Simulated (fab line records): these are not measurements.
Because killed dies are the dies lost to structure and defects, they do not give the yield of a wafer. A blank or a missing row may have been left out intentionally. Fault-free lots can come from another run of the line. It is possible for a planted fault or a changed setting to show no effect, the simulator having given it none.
fab line records ; flow n5Finfet ; part 1 of 2: steps 1 to 27 of 41
record: lots: 5; wafers: 15; lastDay: 16
route steps=1938 shown SD_EPI_P@317 SD_ACTIVATION@330 ILD0@335 SDB@347
lots untouched by any fault: they come from a run of this same line in which no faults occurred
startH: the number of hours between the record's first day and the start of the first shown wafer of the lot ; waitH: hours since the lot's step before ; " the same as in the row above ; L1.1+2: one row covering several wafers at once ; - no value, or no start was given ; * or withheld: withheld ; < > ~ a bound
route shown NAME@n: NAME is a module with steps in the file, n the number in the route of the first one ; usual: mean/standard deviation taken from wafers without a fault ; same: alike in all rows ; chamber/n: place in a boat ; sites: readings site by site ; _std_site: how widely they spread, as a standard deviation ; _edge_site: inner sites' mean taken away from outer sites' mean ; radiusMm: how far each site lies from the wafer's centre ; mask NAME#n: copy n ; behind: the tool/chamber that last shaped the wafer ; hold: the reason the lot was held/the length of the hold in hours/how it ended ; device: which transistor (n, p or np) failed to switch ; end of line: the tests these same wafers got at the end of their route ; a step with no rows: only its recipe ; killed: dies lost to structure and defects at the first sort, not the wafer's yield ; map: shows each die of a wafer: x if killed, . if not, _ if none is there
set.NAME: the setting that was run; set.NAME@STEP: the one run at that earlier step ; model.NAME: the simulator's own value behind a step, which no gauge read
lots seen at some steps along the route; tables by step, rows by wafer
services: when a tool's chamber went out of use (startH, in hours from the record's first day, below 0 if earlier), for how many hours, and the reason
== steps ==
step: N5_SD_EPI_P_PRECLEAN_52
recipe: chemistry: O3/DIW; timeS: 60; tempC: 22; o3Ppm: 10
lot.wafer;tool;chamber;startH;waitH
L075.1+2+5;wetBench-03;6,4,5;60.08;-
L079.1+2+4;wetBench-02;2,0,3;83.74;-
L081.1+2+6;wetBench-03;2,3,0;95.23;-
L086.1+3+6;wetBench-02;7,4,0;136.34;-
L091.1+3+4;wetBench-02;7,0,1;161.75;-
step: N5_SD_EPI_P_SRD_20
recipe: dry: ipaMarangoni; doPpb: 5; timeS: 30; tempC: 23; rinseLiquid: diw
lot.wafer;tool;chamber;startH;waitH
L075.1+2+5;wetBench-03;6,4,5;60.10;0.0
L079.1+2+4;wetBench-02;2,0,3;83.76;0.0
L081.1+2+6;wetBench-03;2,3,0;95.25;0.0
L086.1+3+6;wetBench-02;7,4,0;136.36;0.0
L091.1+3+4;wetBench-02;7,0,1;161.77;0.0
step: N5_SD_EPI_P_PRECLEAN_51
recipe: chemistry: NF3:NH3; afsCycles: 1; tempC: 30; timeS: 20; sublimationTempC: 180; sublimationTimeS: 60; pressureTorr: 3; rfPowerW: 30
usual: sublimationTempC: 179.99/0.16
lot.wafer;tool;chamber;startH;waitH;sublimationTempC
L075.1;epiRpcvd-04;0;60.15;0.0;179.80
L075.2;epiRpcvd-04;0;60.15;0.0;180.02
L075.5;epiRpcvd-04;0;60.15;0.0;179.93
L079.1;epiRpcvd-04;0;83.81;0.0;179.89
L079.2;epiRpcvd-04;0;83.81;0.0;179.98
L079.4;epiRpcvd-04;0;83.81;0.0;179.99
L081.1;epiRpcvd-03;0;95.29;0.0;179.77
L081.2;epiRpcvd-03;0;95.29;0.0;179.91
L081.6;epiRpcvd-03;0;95.29;0.0;180.30
L086.1;epiRpcvd-04;0;136.41;0.0;180.06
L086.3;epiRpcvd-04;0;136.41;0.0;179.89
L086.6;epiRpcvd-04;0;136.41;0.0;179.72
L091.1;epiRpcvd-03;0;161.82;0.0;180.26
L091.3;epiRpcvd-03;0;161.82;0.0;180.12
L091.4;epiRpcvd-03;0;161.82;0.0;180.24
step: N5_SD_EPI_P_VAPOR_ETCH_44
recipe: chemistry: NF3/Ar; target: SiGe30; tempC: 25; timeS: 3.3; mode: isotropic
lot.wafer;tool;chamber;startH;waitH
L075.1+2+5;epiRpcvd-04;0;60.33;0.1
L079.1+2+4;epiRpcvd-04;0;83.99;0.1
L081.1+2+6;epiRpcvd-03;0;95.47;0.1
L086.1+3+6;epiRpcvd-04;0;136.65;0.2
L091.1+3+4;epiRpcvd-03;0;162.00;0.1
step: N5_SD_EPI_P_EPI_21
recipe: material: SiGe:B; dopant: B; tempC: 550; pressureTorr: 20; ambient: H2; timeS: 355
lot.wafer;tool;chamber;startH;waitH
L075.1+2+5;epiRpcvd-04;0;60.51;0.1
L079.1+2+4;epiRpcvd-04;0;84.17;0.1
L081.1+2+6;epiRpcvd-03;0;95.65;0.1
L086.1+3+6;epiRpcvd-04;0;136.89;0.2
L091.1+3+4;epiRpcvd-03;0;162.18;0.1
step: N5_SD_EPI_P_EPI_MEAS_23
recipe: mode: xrd
usual: thkNm: 61.0/1.3
lot.wafer;tool;chamber;startH;waitH;thkNm
L075.1;filmMetro-01;-;62.70;1.8;62.2
L075.2;filmMetro-01;-;62.70;1.8;60.7
L075.5;filmMetro-01;-;62.70;1.8;62.5
L079.1;filmMetro-01;-;86.37;1.8;60.7
L079.2;filmMetro-01;-;86.37;1.8;60.1
L079.4;filmMetro-01;-;86.37;1.8;62.0
L081.1;filmMetro-02;-;97.85;1.8;63.3
L081.2;filmMetro-02;-;97.85;1.8;63.0
L081.6;filmMetro-02;-;97.85;1.8;64.4
L086.1;filmMetro-02;-;139.80;2.4;60.7
L086.3;filmMetro-02;-;139.80;2.4;60.1
L086.6;filmMetro-02;-;139.80;2.4;60.1
L091.1;filmMetro-01;-;164.37;1.8;60.7
L091.3;filmMetro-01;-;164.37;1.8;59.7
L091.4;filmMetro-01;-;164.37;1.8;61.4
step: N5_SD_EPI_P_HM_STRIP_48
recipe: chemistry: H3PO4; tempC: 160; material: SiNx; target: SiNx; targetDepthA: 30; overetchFraction: 0.3
lot.wafer;tool;chamber;startH;waitH
L075.1+2+5;wetBench-04;1,0,3;62.74;0.0
L079.1+2+4;wetBench-04;3,2,6;86.41;0.0
L081.1+2+6;wetBench-03;2,0,6;97.89;0.0
L086.1+3+6;wetBench-03;3,7,4;139.84;0.0
L091.1+3+4;wetBench-02;0,3,4;164.41;0.0
step: N5_SD_EPI_P_SRD_49
recipe: dry: ipaMarangoni; timeS: 30; tempC: 23; rinseLiquid: diw
lot.wafer;tool;chamber;startH;waitH
L075.1+2+5;wetBench-04;1,0,3;62.79;0.0
L079.1+2+4;wetBench-04;3,2,6;86.46;0.0
L081.1+2+6;wetBench-03;2,0,6;97.94;0.0
L086.1+3+6;wetBench-03;3,7,4;139.89;0.0
L091.1+3+4;wetBench-02;0,3,4;164.46;0.0
step: N5_SD_EPI_P_PRECLEAN_24
recipe: chemistry: O3/DIW; timeS: 45; tempC: 22; o3Ppm: 10
lot.wafer;tool;chamber;startH;waitH
L075.1+2+5;wetBench-04;1,0,3;62.81;0.0
L079.1+2+4;wetBench-04;3,2,6;86.48;0.0
L081.1+2+6;wetBench-03;2,0,6;97.96;0.0
L086.1+3+6;wetBench-03;3,7,4;139.91;0.0
L091.1+3+4;wetBench-02;0,3,4;164.48;0.0
step: N5_SD_EPI_P_PRECLEAN_32
recipe: chemistry: dHF; timeS: 10; dilution: 500:1; tempC: 25
lot.wafer;tool;chamber;startH;waitH
L075.1+2+5;wetBench-04;1,0,3;62.82;0.0
L079.1+2+4;wetBench-04;3,2,6;86.49;0.0
L081.1+2+6;wetBench-03;2,0,6;97.97;0.0
L086.1+3+6;wetBench-03;3,7,4;139.92;0.0
L091.1+3+4;wetBench-02;0,3,4;164.49;0.0
step: N5_SD_EPI_P_PRECLEAN_33
recipe: chemistry: SC2; timeS: 45; tempC: 35; mix: 1:1:50
lot.wafer;tool;chamber;startH;waitH
L075.1+2+5;wetBench-04;1,0,3;62.83;0.0
L079.1+2+4;wetBench-04;3,2,6;86.49;0.0
L081.1+2+6;wetBench-03;2,0,6;97.97;0.0
L086.1+3+6;wetBench-03;3,7,4;139.92;0.0
L091.1+3+4;wetBench-02;0,3,4;164.50;0.0
step: N5_SD_EPI_P_SRD_25
recipe: timeS: 30; tempC: 23; rinseLiquid: diw; dry: ipaMarangoni
lot.wafer;tool;chamber;startH;waitH
L075.1+2+5;wetBench-04;1,0,3;62.84;0.0
L079.1+2+4;wetBench-04;3,2,6;86.50;0.0
L081.1+2+6;wetBench-03;2,0,6;97.98;0.0
L086.1+3+6;wetBench-03;3,7,4;139.94;0.0
L091.1+3+4;wetBench-02;0,3,4;164.51;0.0
step: N5_SD_EPI_P_INSPECT_26
recipe: inspectInstrument: darkfield; mode: postEpi
usual: rawDefectCount: 178/37
lot.wafer;tool;chamber;startH;waitH;rawDefectCount
L075.1;defectInspect-01;-;62.88;0.0;164
L075.2;defectInspect-01;-;62.88;0.0;176
L075.5;defectInspect-01;-;62.88;0.0;203
L079.1;defectInspect-02;-;86.54;0.0;177
L079.2;defectInspect-02;-;86.54;0.0;151
L079.4;defectInspect-02;-;86.54;0.0;199
L081.1;defectInspect-01;-;98.02;0.0;155
L081.2;defectInspect-01;-;98.02;0.0;155
L081.6;defectInspect-01;-;98.02;0.0;213
L086.1;defectInspect-01;-;139.98;0.0;136
L086.3;defectInspect-01;-;139.98;0.0;111
L086.6;defectInspect-01;-;139.98;0.0;97
L091.1;defectInspect-01;-;164.55;0.0;198
L091.3;defectInspect-01;-;164.55;0.0;161
L091.4;defectInspect-01;-;164.55;0.0;187
step: N5_SD_ACTIVATION_RTA_00
recipe: tempC: 975; timeS: 0; ambient: N2; idleTempC: 600; rampUpCPerS: 150; rampDownCPerS: 60; coolToC: 600
usual: lampPowerPct: 8.96/0.055; lamp_zone_2_pct: 8.950/0.026; wafer_temp_C_max: 975.0/1.7
lot.wafer;tool;chamber;startH;waitH;lampPowerPct;lamp_zone_2_pct;wafer_temp_C_max
L075.1;rtpAnneal-02;0;62.91;0.0;8.92;8.956;974.2
L075.2;rtpAnneal-02;0;62.91;0.0;8.88;8.984;977.3
L075.5;rtpAnneal-02;0;62.91;0.0;8.90;8.964;972.1
L079.1;rtpAnneal-02;0;86.57;0.0;9.02;8.952;974.5
L079.2;rtpAnneal-02;0;86.57;0.0;9.03;8.981;974.9
L079.4;rtpAnneal-02;0;86.57;0.0;8.96;8.924;974.4
L081.1;rtpAnneal-02;0;98.05;0.0;8.97;8.961;977.1
L081.2;rtpAnneal-02;0;98.05;0.0;8.94;8.927;974.9
L081.6;rtpAnneal-02;0;98.05;0.0;9.05;8.917;975.2
L086.1;rtpAnneal-02;0;140.00;0.0;8.89;8.936;977.0
L086.3;rtpAnneal-02;0;140.00;0.0;9.00;8.977;973.7
L086.6;rtpAnneal-02;0;140.00;0.0;8.96;8.977;976.3
L091.1;rtpAnneal-01;0;164.58;0.0;8.94;8.920;973.8
L091.3;rtpAnneal-01;0;164.58;0.0;8.99;8.981;975.3
L091.4;rtpAnneal-01;0;164.58;0.0;8.97;8.951;979.0
step: N5_SD_ACTIVATION_LSA_01
recipe: tempC: 1080; timeS: 0.0008; ambient: N2
usual: wafer_temp_C_max: 1086.3/1.2
lot.wafer;tool;chamber;startH;waitH;wafer_temp_C_max
L075.1;laserAnneal-02;0;63.11;0.2;1088.6
L075.2;laserAnneal-02;0;63.11;0.2;1085.5
L075.5;laserAnneal-02;0;63.11;0.2;1085.5
L079.1;laserAnneal-02;0;86.77;0.2;1084.1
L079.2;laserAnneal-02;0;86.77;0.2;1086.2
L079.4;laserAnneal-02;0;86.77;0.2;1084.7
L081.1;laserAnneal-02;0;98.27;0.2;1087.3
L081.2;laserAnneal-02;0;98.27;0.2;1085.7
L081.6;laserAnneal-02;0;98.27;0.2;1089.0
L086.1;laserAnneal-01;0;140.20;0.2;1088.7
L086.3;laserAnneal-01;0;140.20;0.2;1085.3
L086.6;laserAnneal-01;0;140.20;0.2;1088.8
L091.1;laserAnneal-02;0;164.78;0.2;1086.1
L091.3;laserAnneal-02;0;164.78;0.2;1086.2
L091.4;laserAnneal-02;0;164.78;0.2;1084.8
step: N5_SD_ACTIVATION_RS_MEAS_03
recipe: thkMeasGauge: four-point-probe
usual: RS_SD_N: 21.94/0.28; RS_SD_P: 56.3/1.1
lot.wafer;tool;chamber;startH;waitH;RS_SD_N[ohm/sq];RS_SD_P[ohm/sq]
L075.1;filmMetro-01;-;63.31;0.2;21.95;56.7
L075.2;filmMetro-01;-;63.31;0.2;21.69;56.8
L075.5;filmMetro-01;-;63.31;0.2;21.96;56.6
L079.1;filmMetro-02;-;86.98;0.2;22.36;54.5
L079.2;filmMetro-02;-;86.98;0.2;22.36;54.7
L079.4;filmMetro-02;-;86.98;0.2;22.06;54.6
L081.1;filmMetro-01;-;98.47;0.2;21.72;54.4
L081.2;filmMetro-01;-;98.47;0.2;22.30;54.7
L081.6;filmMetro-01;-;98.47;0.2;21.74;53.4
L086.1;filmMetro-01;-;140.42;0.2;21.98;55.2
L086.3;filmMetro-01;-;140.42;0.2;22.14;55.9
L086.6;filmMetro-01;-;140.42;0.2;21.92;56.2
L091.1;filmMetro-02;-;164.98;0.2;21.84;55.4
L091.3;filmMetro-02;-;164.98;0.2;21.40;55.4
L091.4;filmMetro-02;-;164.98;0.2;21.42;55.4
step: N5_SD_ACTIVATION_INSPECT_02
recipe: inspectInstrument: darkfield; mode: postAnneal
usual: rawDefectCount: 183/41
lot.wafer;tool;chamber;startH;waitH;rawDefectCount
L075.1;defectInspect-01;-;63.63;0.2;172
L075.2;defectInspect-01;-;63.63;0.2;174
L075.5;defectInspect-01;-;63.63;0.2;195
L079.1;defectInspect-01;-;87.30;0.2;138
L079.2;defectInspect-01;-;87.30;0.2;138
L079.4;defectInspect-01;-;87.30;0.2;148
L081.1;defectInspect-02;-;98.79;0.2;176
L081.2;defectInspect-02;-;98.79;0.2;161
L081.6;defectInspect-02;-;98.79;0.2;229
L086.1;defectInspect-02;-;140.74;0.2;148
L086.3;defectInspect-02;-;140.74;0.2;118
L086.6;defectInspect-02;-;140.74;0.2;113
L091.1;defectInspect-02;-;165.30;0.2;217
L091.3;defectInspect-02;-;165.30;0.2;175
L091.4;defectInspect-02;-;165.30;0.2;223
step: N5_ILD0_LINER_00
recipe: material: SiNx; targetThkA: 40; tempC: 400; aldPrecursorFamily: SiH2I2; aldCoReactant: N2/H2-plasma; pulseTimeS: 1; purgeTimeS: 2; coReactantPurgeTimeS: 2; aldCycles: 80; pressureTorr: 2
usual: heaterPowerW: 772/120; precursorPulseHeightRel: 0.998/0.02
lot.wafer;tool;chamber;startH;waitH;heaterPowerW;precursorPulseHeightRel
L075.1;aldSin-03;1;63.67;0.0;753;1.032
L075.2;aldSin-03;0;63.67;0.0;820;0.996
L075.5;aldSin-03;0;63.67;0.0;817;0.999
L079.1;aldSin-03;3;87.69;0.4;717;1.015
L079.2;aldSin-03;2;87.69;0.4;553;0.992
L079.4;aldSin-03;3;87.69;0.4;719;1.020
L081.1;aldSin-04;1;99.14;0.4;772;0.992
L081.2;aldSin-04;0;99.14;0.4;952;0.992
L081.6;aldSin-04;1;99.14;0.4;770;1.030
L086.1;aldSin-03;1;140.78;0.0;774;0.997
L086.3;aldSin-03;2;140.78;0.0;559;0.975
L086.6;aldSin-03;3;140.78;0.0;737;0.993
L091.1;aldSin-02;3;165.34;0.0;859;0.975
L091.3;aldSin-02;1;165.34;0.0;690;1.028
L091.4;aldSin-02;0;165.34;0.0;885;0.992
step: N5_ILD0_FCVD_FILL_01
recipe: material: SiO2_flowable; targetThkA: 2000; tempC: 100; pressureTorr: 0.8; rfW: 2000; timeS: 328.3
lot.wafer;tool;chamber;startH;waitH
L075.1+2+5;fcvd-02;0,1,0;64.08;0.2
L079.1+2+4;fcvd-02;1;88.10;0.2
L081.1+2+6;fcvd-02;1,0,0;99.56;0.2
L086.1+3+6;fcvd-01;0,1,0;141.19;0.2
L091.1+3+4;fcvd-01;1,0,1;165.75;0.2
step: N5_ILD0_CURE_02
recipe: tempC: 450; timeS: 1800; ambient: steam; idleTempC: 400; rampUpCPerMin: 5; rampDownCPerMin: 3; densificationPH2oTorr: 640
usual: spikeTcBottomC: 470.5/1.1
lot.wafer;tool;chamber;startH;waitH;spikeTcBottomC
L075.1;furnace-01;0;64.48;0.3;471.5
L075.2;furnace-01;0;64.48;0.3;467.5
L075.5;furnace-01;0;64.48;0.3;468.9
L079.1;furnace-01;0;88.86;0.6;470.3
L079.2;furnace-01;0;88.86;0.6;471.2
L079.4;furnace-01;0;88.86;0.6;470.6
L081.1;furnace-02;0;99.95;0.3;470.6
L081.2;furnace-02;0;99.95;0.3;470.5
L081.6;furnace-02;0;99.95;0.3;470.8
L086.1;furnace-03;0;141.59;0.3;469.9
L086.3;furnace-03;0;141.59;0.3;470.7
L086.6;furnace-03;0;141.59;0.3;468.6
L091.1;furnace-01;0;166.15;0.3;470.6
L091.3;furnace-01;0;166.15;0.3;470.7
L091.4;furnace-01;0;166.15;0.3;471.9
step: N5_ILD0_CMP_03
recipe: stopOn: SiNx; tOverpolishS: 1.9; postCmpClean: alkalineBrush; downForcePsi: 4.1491; platenRpm: 51.796; padVelocityMS: 1.0306; targetThkNm: 197.38
usual: motorCurrentA: 12.3/1; overpolishRunS: 1.901/0.0089; slurryFilterDpKPa: 13.49/0.15; timeToEndpointS: 70/4.5
same: tOverpolishS: 1.9
lot.wafer;tool;chamber;startH;waitH;motorCurrentA;overpolishRunS;slurryFilterDpKPa;timeToEndpointS
L075.2;cmp-03;3;66.05;0.0;12.6;1.895;13.55;70
L075.1;cmp-03;2;66.05;0.0;11.8;1.891;13.17;65
L075.5;cmp-03;0;66.05;0.0;13.5;1.900;13.44;68
L079.1;cmp-03;1;90.41;0.0;13.3;1.908;13.40;64
L079.4;cmp-03;3;90.41;0.0;13.0;1.898;13.54;68
L079.2;cmp-03;0;90.41;0.0;13.9;1.899;13.41;65
L081.2;cmp-04;0;101.51;0.0;13.0;1.881;13.26;72
L081.1;cmp-04;3;101.51;0.0;11.9;1.896;13.56;77
L081.6;cmp-04;1;101.51;0.0;12.0;1.893;13.40;70
L086.3;cmp-03;1;143.22;0.1;12.9;1.906;13.62;67
L086.1;cmp-03;2;143.22;0.1;11.9;1.903;13.55;65
L086.6;cmp-03;3;143.22;0.1;12.8;1.902;13.49;71
L091.3;cmp-01;0;167.70;0.0;11.5;1.900;13.62;73
L091.1;cmp-01;1;167.70;0.0;10.9;1.899;13.51;76
L091.4;cmp-01;3;167.70;0.0;14.9;1.893;13.45;76
step: N5_ILD0_THK_MEAS_04
usual: thkNm: 197.2/1.2
lot.wafer;tool;chamber;startH;waitH;thkNm
L075.1;filmMetro-02;-;66.34;-;195.0
L075.2;filmMetro-02;-;66.34;-;195.9
L075.5;filmMetro-02;-;66.34;-;198.0
L079.1;filmMetro-02;-;90.70;-;197.8
L079.2;filmMetro-02;-;90.70;-;196.1
L079.4;filmMetro-02;-;90.70;-;196.8
L081.1;filmMetro-01;-;101.80;-;196.4
L081.2;filmMetro-01;-;101.80;-;197.1
L081.6;filmMetro-01;-;101.80;-;197.5
L086.1;filmMetro-02;-;143.44;-;195.8
L086.3;filmMetro-02;-;143.44;-;197.1
L086.6;filmMetro-02;-;143.44;-;198.7
L091.1;filmMetro-02;-;168.00;-;198.2
L091.3;filmMetro-02;-;168.00;-;198.3
L091.4;filmMetro-02;-;168.00;-;199.6
step: N5_ILD0_CMP_07
recipe: stopOn: poly-Si; material: SiO2_flowable; tOverpolishS: 1.18; postCmpClean: alkalineBrush; downForcePsi: 4.1491; platenRpm: 51.796; padVelocityMS: 1.0306; targetThkNm: 138.88
usual: motorCurrentA: 12.2/1.2; slurryFilterDpKPa: 13.53/0.14
same: tOverpolishS: 1.18
lot.wafer;tool;chamber;startH;waitH;motorCurrentA;slurryFilterDpKPa
L075.2;cmp-04;1;66.41;0.1;11.6;13.56
L075.1;cmp-04;3;66.41;0.1;12.5;13.42
L075.5;cmp-04;1;66.41;0.1;12.5;13.45
L079.2;cmp-03;1;90.73;0.0;13.4;13.61
L079.4;cmp-03;2;90.73;0.0;11.2;13.53
L079.1;cmp-03;0;90.73;0.0;13.0;13.64
L081.2;cmp-03;0;101.87;0.1;13.3;13.49
L081.1;cmp-03;1;101.87;0.1;12.7;13.50
L081.6;cmp-03;0;101.87;0.1;13.7;13.50
L086.3;cmp-03;2;143.50;0.1;11.2;13.35
L086.1;cmp-03;0;143.50;0.1;12.8;13.43
L086.6;cmp-03;1;143.50;0.1;13.1;13.58
L091.4;cmp-04;2;168.03;0.0;11.3;13.49
L091.3;cmp-04;3;168.03;0.0;12.4;13.55
L091.1;cmp-04;0;168.03;0.0;12.8;13.57
step: N5_ILD0_THK_MEAS_08
usual: thkNm: 139.0/1.1
lot.wafer;tool;chamber;startH;waitH;thkNm
L075.1;filmMetro-02;-;66.67;-;141.1
L075.2;filmMetro-02;-;66.67;-;139.1
L075.5;filmMetro-02;-;66.67;-;138.2
L079.1;filmMetro-02;-;91.03;-;138.4
L079.2;filmMetro-02;-;91.03;-;137.9
L079.4;filmMetro-02;-;91.03;-;137.0
L081.1;filmMetro-02;-;102.12;-;138.3
L081.2;filmMetro-02;-;102.12;-;137.9
L081.6;filmMetro-02;-;102.12;-;139.9
L086.1;filmMetro-01;-;143.76;-;137.4
L086.3;filmMetro-01;-;143.76;-;137.6
L086.6;filmMetro-01;-;143.76;-;137.9
L091.1;filmMetro-01;-;168.32;-;139.0
L091.3;filmMetro-01;-;168.32;-;139.5
L091.4;filmMetro-01;-;168.32;-;138.9
step: N5_ILD0_PRECLEAN_10
recipe: chemistry: NF3:NH3; afsCycles: 5; timeS: 20; tempC: 30; sublimationTempC: 180; sublimationTimeS: 60; pressureTorr: 3; rfPowerW: 30
usual: sublimationTempC: 180.03/0.18
lot.wafer;tool;chamber;startH;waitH;sublimationTempC
L075.1;remotePlasma-01;1;66.70;0.0;179.51
L075.2;remotePlasma-01;1;66.70;0.0;179.88
L075.5;remotePlasma-01;1;66.70;0.0;179.83
L079.1;remotePlasma-02;0;91.07;0.0;180.12
L079.2;remotePlasma-02;0;91.07;0.0;179.90
L079.4;remotePlasma-02;0;91.07;0.0;179.97
L081.1;remotePlasma-02;0;102.16;0.0;180.06
L081.2;remotePlasma-02;0;102.16;0.0;179.81
L081.6;remotePlasma-02;0;102.16;0.0;180.05
L086.1;remotePlasma-01;0;143.80;0.0;180.12
L086.3;remotePlasma-01;0;143.80;0.0;180.28
L086.6;remotePlasma-01;0;143.80;0.0;179.90
L091.1;remotePlasma-02;1;168.36;0.0;179.90
L091.3;remotePlasma-02;1;168.36;0.0;179.87
L091.4;remotePlasma-02;1;168.36;0.0;179.75
step: N5_ILD0_ALD_15
recipe: material: SiNx; targetThkA: 240; tempC: 400; aldPrecursorFamily: SiH2I2; aldCoReactant: N2/H2-plasma; pulseTimeS: 1; aldCycles: 480; purgeTimeS: 2; coReactantPurgeTimeS: 2; pressureTorr: 2
usual: heaterPowerW: 803/110; precursorPulseHeightRel: 0.999/0.021
lot.wafer;tool;chamber;startH;waitH;heaterPowerW;precursorPulseHeightRel
L075.1;aldSin-02;3;67.38;0.6;905;0.955
L075.2;aldSin-02;2;67.38;0.6;884;0.967
L075.5;aldSin-02;1;68.47;1.2;671;1.006
L079.1;aldSin-04;0;91.75;0.6;947;0.974
L079.2;aldSin-04;2;91.75;0.6;906;0.981
L079.4;aldSin-04;3;91.75;0.6;666;0.963
L081.1;aldSin-04;3;102.84;0.6;674;1.000
L081.2;aldSin-04;2;102.84;0.6;879;1.001
L081.6;aldSin-04;2;103.93;1.1;884;0.990
L086.1;aldSin-02;3;144.48;0.6;862;1.011
L086.3;aldSin-02;2;144.48;0.6;852;0.962
L086.6;aldSin-02;2;145.57;1.1;843;0.982
L091.1;aldSin-02;2;169.04;0.6;839;0.965
L091.3;aldSin-02;0;169.04;0.6;897;1.003
L091.4;aldSin-02;1;169.04;0.6;685;0.996
step: N5_ILD0_CMP_12
recipe: stopOn: poly-Si; material: SiNx; tOverpolishS: 6; postCmpClean: alkalineBrush; downForcePsi: 2.5; platenRpm: 51.8; padVelocityMS: 1.0307; targetThkNm: 17.67
usual: motorCurrentA: 9.0/0.8; overpolishRunS: 6.000/0.0088; slurryFilterDpKPa: 13.49/0.15; timeToEndpointS: 29/3.3
same: tOverpolishS: 6
lot.wafer;tool;chamber;startH;waitH;motorCurrentA;overpolishRunS;slurryFilterDpKPa;timeToEndpointS
L075.1;cmp-04;3;69.66;1.2;8.6;5.991;13.45;37
L075.2;cmp-04;0;69.66;1.2;9.9;5.994;13.28;30
L075.5;cmp-04;2;69.66;1.2;8.4;6.008;13.29;28
L079.1;cmp-03;1;93.98;1.2;9.7;6.015;13.42;23
L079.2;cmp-03;2;93.98;1.2;8.5;6.012;13.52;23
L079.4;cmp-03;3;93.98;1.2;9.2;6.004;13.56;26
L081.1;cmp-04;0;105.04;1.1;9.0;5.992;13.36;29
L081.2;cmp-04;3;105.04;1.1;9.4;5.991;13.41;34
L081.6;cmp-04;0;105.04;1.1;9.4;6.011;13.17;30
L086.3;cmp-03;0;146.68;1.1;9.6;5.996;13.58;26
L086.1;cmp-03;3;146.68;1.1;9.3;5.993;13.50;27
L086.6;cmp-03;1;146.68;1.1;9.7;5.998;13.49;25
L091.3;cmp-03;2;171.24;1.1;9.0;5.993;13.79;23
L091.4;cmp-03;0;171.24;1.1;9.8;6.000;13.58;25
L091.1;cmp-03;1;171.24;1.1;10.1;6.005;13.59;25
